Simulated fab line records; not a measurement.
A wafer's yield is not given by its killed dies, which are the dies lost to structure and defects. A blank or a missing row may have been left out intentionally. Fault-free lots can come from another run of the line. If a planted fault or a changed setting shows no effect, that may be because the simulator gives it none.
Chamber matching ; flow nandHarc ; 4 sister chambers for NHARC_A_M1_CMP_23 on cmp-01
The step polishes, t overpolish 20 s, target thk 154.34 nm. 8 wafers are shown with their chamber, then 9 later ones without.

== WAFERS WITH THEIR CHAMBER ==
wafer;chamber;motorCurrentA (A);timeToEndpointS (s)
L076.3;3;10.8;30.4
L078.2;2;12.5;27.9
L083.5;2;12.0;29.0
L084.1;1;13.1;28.0
L084.5;0;9.7;28.5
L089.3;1;12.7;27.2
L089.5;0;9.8;30.7
L089.6;3;10.8;30.1

== WAFERS WITHOUT THEIR CHAMBER ==
wafer;motorCurrentA (A);timeToEndpointS (s)
L087.2;13.0;29.0
L087.4;9.5;30.3
L087.6;9.4;30.6
L087.1;10.9;29.4
L087.3;12.0;28.0
L087.5;12.7;30.0
L095.1;12.8;34.8
L095.4;10.8;34.0
L095.5;9.8;34.2

== WHICH CHAMBER EACH WENT THROUGH ==
wafer;from the rows above;in truth
L087.2;can't be placed: 1 or 2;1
L087.4;0;0
L087.6;0;0
L087.1;3;3
L087.3;2;2
L087.5;can't be placed: 2 or 1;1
L095.1;can't be placed: 2 or 1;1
L095.4;3;3
L095.5;can't be placed: 0 or 3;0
Correct placement for 5 of the 9. Not placeable from these rows: 4 (in 4, the candidates include the true chamber). Wrongly placed: 0.
How it was worked out, from the rows above alone: a wafer's distance from a chamber is the root of the sum, over the readings, of the square of ((its reading less the chamber's mean) divided by the reading's scatter). If the next closest chamber is less than 2 further off than the closest, the wafer can't be placed; otherwise it belongs to the closest. The mean given for a chamber averages the wafers shown for that chamber. The scatter: take each reading less its chamber's mean, square it, sum over the shown wafers, divide by the number of wafers less the number of chambers, and take the root.
